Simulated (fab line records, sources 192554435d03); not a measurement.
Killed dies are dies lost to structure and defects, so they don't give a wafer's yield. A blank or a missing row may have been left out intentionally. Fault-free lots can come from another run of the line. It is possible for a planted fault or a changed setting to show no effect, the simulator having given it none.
fab line records | flow n5Finfet
record: lots: 7 wafers: 39
route steps=1938 shown PMOS_HMC_CHANNEL_EPI@78 STI_FIN_REVEAL@190 DUMMY_GATE@246
startH: the number of hours between the record's first day and the start of the first shown wafer of the lot | waitH: hours elapsed since this lot's preceding step | " the same as in the row above | L1.1+2: one row covering several wafers at once | - value missing, or start not given | * or withheld: withheld | < > ~ a bound
route shown NAME@n: names a module that has steps shown in the file, with the first one's number in the route | usual: mean/standard deviation of fault-free wafers | same: alike in all rows | chamber/n: place in a boat | sites: the reading at each site | _std_site: the values' standard deviation | _edge_site: mean of outer sites minus mean of inner sites | radiusMm: how far each site lies from the wafer's centre | mask NAME#n: copy n | behind: tool/chamber where the wafer was last shaped | hold: the reason the lot was held/the length of the hold in hours/how it ended | device: whichever transistor did not switch (one of n, p or np) | end of line: the same wafers' tests at the end of the route | a step given without rows: its recipe and nothing more | killed: dies that structure and defects cost at the first sort, which is not the same as the wafer's yield | map: dies across one wafer; x = killed, . = not, _ = none there
set.NAME: the setting as run; set.NAME@STEP: as run at that earlier step | model.NAME: the simulator's own value behind a step, which no gauge read
lots with deliberately changed settings; one table per step, one row per wafer
== steps ==
step: N5_PMOS_HMC_CHANNEL_EPI_EPI_20
recipe: material: SiGe30 maskMaterial: SiO2 pressureTorr: 20 targetThkA: 590 tempC: 600
columns lot.wafer tool chamber startH waitH set.pressureTorr model.SiGe30_of_PMOS_HMC_CHANNEL_EPI_EPI_20.thkNm
L076.1 epiRpcvd-03 0 30.20 0.0 17.76 57.68
L076.2 " 0 " " 17.76 56.92
L076.3 " 0 " " 17.76 57.55
L076.4 " 0 " " 17.76 57.07
L076.5 " 0 " " 17.76 57.56
L076.6 " 0 " " 17.76 56.63
L081.1 epiRpcvd-01 0 60.05 0.0 20 58.12
L081.2 " 0 " " 20 59.33
L081.3 " 0 " " 20 58.32
L081.4 " 0 " " 20 59.24
L081.5 " 0 " " 20 59.64
L081.6 " 0 " " 20 58.91
L082.1 epiRpcvd-02 0 66.49 0.0 17.02 54.39
L082.2 " 0 " " 17.02 55.16
L082.3 " 0 " " 17.02 54.97
L082.4 " 0 " " 17.02 54.68
L082.5 " 0 " " 17.02 55.3
L082.6 " 0 " " 17.02 54.29
L084.1 epiRpcvd-03 0 77.95 0.0 18.63 57.77
L084.2 " 0 " " 18.63 57.83
L084.3 " 0 " " 18.63 57.24
L084.4 " 0 " " 18.63 57.39
L084.5 " 0 " " 18.63 57.95
L084.6 " 0 " " 18.63 57.21
L088.1 epiRpcvd-02 0 102.40 0.0 20 57.44
L088.2 " 0 " " 20 57.65
L088.3 " 0 " " 20 58.04
L088.4 " 0 " " 20 57.66
L088.5 " 0 " " 20 57.61
L088.6 " 0 " " 20 57.38
L090.1 epiRpcvd-03 0 115.08 0.0 20 58.26
L090.5 " 0 " " 20 59.27
L090.6 " 0 " " 20 58.2
L097.1 epiRpcvd-02 0 156.53 0.0 16.84 54.54
L097.2 " 0 " " 16.84 54.63
L097.3 " 0 " " 16.84 54.61
L097.4 " 0 " " 16.84 54.22
L097.5 " 0 " " 16.84 53.8
L097.6 " 0 " " 16.84 54.5
step: N5_STI_FIN_REVEAL_ETCHBACK_08
recipe: chemistry: C4F6/O2 target: SiO2 targetDepthA: 305 timeS: 10.167 ionEnergyEv: 250 pressureMtorr: 30 sourceW: 345 biasW: 185 Ar_flow_sccm: 300 C4F6_flow_sccm: 10 O2_flow_sccm: 10
columns lot.wafer tool chamber startH waitH set.targetDepthA
L076.1+5+6 rieDiel-06 2,3,2 45.49 0.4 267.5
L076.2+3+4 " 1,0,3 " " 305
L081.1+2+4 rieDiel-05 1,3,3 75.79 0.2 305
L081.3+5+6 " 2,1,2 " " 318.8
L082.1+2+6 rieDiel-05 2,3,3 82.36 0.2 305
L082.3+4+5 " 1,1,2 " " 339
L084.1+5+6 rieDiel-04 0,0,1 93.54 0.2 280.8
L084.2+3+4 " 1,3,2 " " 305
L088.1+2+3+4+5+6 rieDiel-06 3,2,0,1,0,1 118.40 0.2 305
L090.1+5+6 rieDiel-05 3,3,2 130.48 0.2 305
L097.1+2+3+4+5+6 rieDiel-05 1,2,0,3,3,2 172.01 0.3 305
step: N5_STI_FIN_REVEAL_STRIP_24
recipe: chemistry: N2/H2 timeS: 90 powerW: 100 tempC: 40 pressureMtorr: 100 rfFrequencyHz: 6e+07 biasPowerW: 3 n2FlowSccm: 300 h2FlowSccm: 300
step: N5_STI_FIN_REVEAL_PRECLEAN_25
recipe: chemistry: SPM timeS: 90 tempC: 120 mix: 4:1
step: N5_STI_FIN_REVEAL_SRD_23
recipe: dry: ipaMarangoni timeS: 30 tempC: 23 rinseLiquid: diw
step: N5_STI_FIN_REVEAL_FIN_H_MEAS_10
usual: trenchDepthNm: 52.3/0.78
columns lot.wafer tool chamber startH waitH set.targetDepthA@STI_FIN_REVEAL_ETCHBACK_08 trenchDepthNm
L076.1 ocd-01 - 48.44 0.0 267.5 48.0
L076.2 " - " " 305 53.1
L076.3 " - " " 305 51.4
L076.4 " - " " 305 52.7
L076.5 " - " " 267.5 48.5
L076.6 " - " " 267.5 47.9
L081.1 ocd-02 - 80.32 0.0 305 52.4
L081.2 " - " " 305 51.9
L081.3 " - " " 318.8 54.0
L081.4 " - " " 305 50.7
L081.5 " - " " 318.8 53.6
L081.6 " - " " 318.8 54.2
L082.1 ocd-01 - 85.37 0.0 305 53.2
L082.2 " - " " 305 51.5
L082.3 " - " " 339 54.8
L082.4 " - " " 339 55.3
L082.5 " - " " 339 56.0
L082.6 " - " " 305 51.2
L084.1 ocd-02 - 96.50 0.0 280.8 49.8
L084.2 " - " " 305 51.5
L084.3 " - " " 305 53.2
L084.4 " - " " 305 53.4
L084.5 " - " " 280.8 49.6
L084.6 " - " " 280.8 49.8
L088.1 ocd-02 - 121.35 0.0 305 51.9
L088.2 " - " " 305 52.0
L088.3 " - " " 305 52.8
L088.4 " - " " 305 53.5
L088.5 " - " " 305 52.4
L088.6 " - " " 305 53.3
L090.1 ocd-01 - 133.43 0.0 305 52.5
L090.5 " - " " 305 51.7
L090.6 " - " " 305 53.1
L097.1 ocd-02 - 175.11 0.0 305 52.6
L097.2 " - " " 305 52.4
L097.3 " - " " 305 51.9
L097.4 " - " " 305 50.8
L097.5 " - " " 305 51.4
L097.6 " - " " 305 52.5
step: N5_DUMMY_GATE_ETCH_32
recipe: chemistry: CF4 target: SiO2 targetDepthA: 35 timeS: 3.9 ionEnergyEv: 350 pressureMtorr: 10 icpW: 800 biasW: 400 cf4FlowSccm: 80
columns lot.wafer tool chamber startH waitH set.timeS model.etch.depthNm
L076.1 rieSi-05 3 57.93 0.1 3.9 3.509
L076.2 " 0 " " 3.9 3.573
L076.3 " 1 " " 4.679 4.057
L076.4 " 2 " " 3.9 3.511
L076.5 " 3 " " 4.679 4.222
L076.6 " 0 " " 4.679 4.324
L081.1 rieSi-05 3 91.73 0.1 3.9 3.494
L081.2 " 1 " " 4.17 3.621
L081.3 " 2 " " 3.9 3.53
L081.4 " 1 " " 4.17 3.651
L081.5 " 2 " " 3.9 3.488
L081.6 " 3 " " 4.17 3.713
L082.1 rieSi-06 0 104.37 0.1 4.572 4.134
L082.2 " 2 " " 3.9 3.539
L082.3 " 1 " " 3.9 3.355
L082.4 " 3 " " 4.572 3.903
L082.5 " 2 " " 4.572 4.17
L082.6 " 3 " " 3.9 3.37
L084.1 rieSi-06 2 113.50 0.1 3.9 3.528
L084.2 " 0 " " 3.259 2.915
L084.3 " 3 " " 3.259 2.795
L084.4 " 1 " " 3.9 3.309
L084.5 " 1 " " 3.9 3.339
L084.6 " 2 " " 3.259 2.964
L088.1 rieSi-06 2 130.97 0.1 3.9 3.492
L088.2 " 3 " " 3.9 3.334
L088.3 " 0 " " 3.9 3.475
L088.4 " 1 " " 3.9 3.311
L088.5 " 3 " " 3.9 3.319
L088.6 " 0 " " 3.9 3.464
L090.1 rieSi-06 3 152.36 0.1 3.9 3.354
L090.5 " 0 " " 3.9 3.492
L090.6 " 3 " " 3.9 3.348
L097.1 rieSi-06 1 186.64 0.1 3.9 3.31
L097.2 " 0 " " 4.35 3.824
L097.3 " 2 " " 3.9 3.414
L097.4 " 3 " " 4.35 3.69
L097.5 " 0 " " 3.9 3.408
L097.6 " 1 " " 4.35 3.692
== key ==
split: step: N5_PMOS_HMC_CHANNEL_EPI_EPI_20 setting: pressureTorr stated: 20 by: lot
response: step: N5_PMOS_HMC_CHANNEL_EPI_EPI_20 reading: model.SiGe30_of_PMOS_HMC_CHANNEL_EPI_EPI_20.thkNm change: +0.225 per: 1% r: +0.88
split: step: N5_STI_FIN_REVEAL_ETCHBACK_08 setting: targetDepthA stated: 305 by: wafer
response: step: N5_STI_FIN_REVEAL_FIN_H_MEAS_10 reading: trenchDepthNm change: +0.347 per: 1% r: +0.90
split: step: N5_DUMMY_GATE_ETCH_32 setting: timeS stated: 3.9 by: wafer
response: step: N5_DUMMY_GATE_ETCH_32 reading: model.etch.depthNm change: +0.0331 per: 1% r: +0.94
